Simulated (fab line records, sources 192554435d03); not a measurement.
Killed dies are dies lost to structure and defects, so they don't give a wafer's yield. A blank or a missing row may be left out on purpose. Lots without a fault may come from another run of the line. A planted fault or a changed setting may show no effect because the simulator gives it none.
Chamber matching | flow n5_finfet | N5_BEOL_M4_ILD_DEP_00 on pecvd-04: 3 sister chambers
The step deposits SiOC from DEMS/O2, target thk 79 nm, time 15.3 s. 3 wafers are shown with their chamber, then 8 later ones without.

WAFERS WITH THEIR CHAMBER
wafer  | chamber | showerhead_plenum_p_Torr (Torr)
L083.6 | 0       | 5.685
L086.6 | 1       | 5.711
L088.1 | 2       | 5.683

WAFERS WITHOUT THEIR CHAMBER
wafer  | showerhead_plenum_p_Torr (Torr)
L088.4 | 5.675
L088.5 | 5.686
L095.1 | 5.686
L095.3 | 5.668
L095.6 | 5.666
L096.2 | 5.693
L096.5 | 5.708
L096.6 | 5.677

WHICH CHAMBER EACH WENT THROUGH
wafer  | from the rows above          | in truth
L088.4 | can't be placed: 2 or 0      | 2
L088.5 | can't be placed: 0 or 2      | 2
L095.1 | can't be placed: 0 or 2      | 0
L095.3 | can't be placed: 2 or 0      | 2
L095.6 | can't be placed: 2 or 0      | 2
L096.2 | can't be placed: 0 or 2 or 1 | 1
L096.5 | 1                            | 1
L096.6 | can't be placed: 2 or 0      | 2
Placed correctly: 1 of 8. Can't be placed from these rows: 7 (the true chamber is among the candidates in 7). Placed wrongly: 0.
How it was worked out, from the rows above alone: a wafer's distance from a chamber is the root of the sum, over the readings, of the square of ((its reading less the chamber's mean) divided by the reading's scatter). The wafer belongs to the nearest chamber; if the next one is less than 2 further off, it can't be placed. A chamber's mean is the mean of its shown wafers. The scatter: with one shown wafer a chamber, the root of the mean of the squares of how far each hidden wafer lies from its nearest shown one.
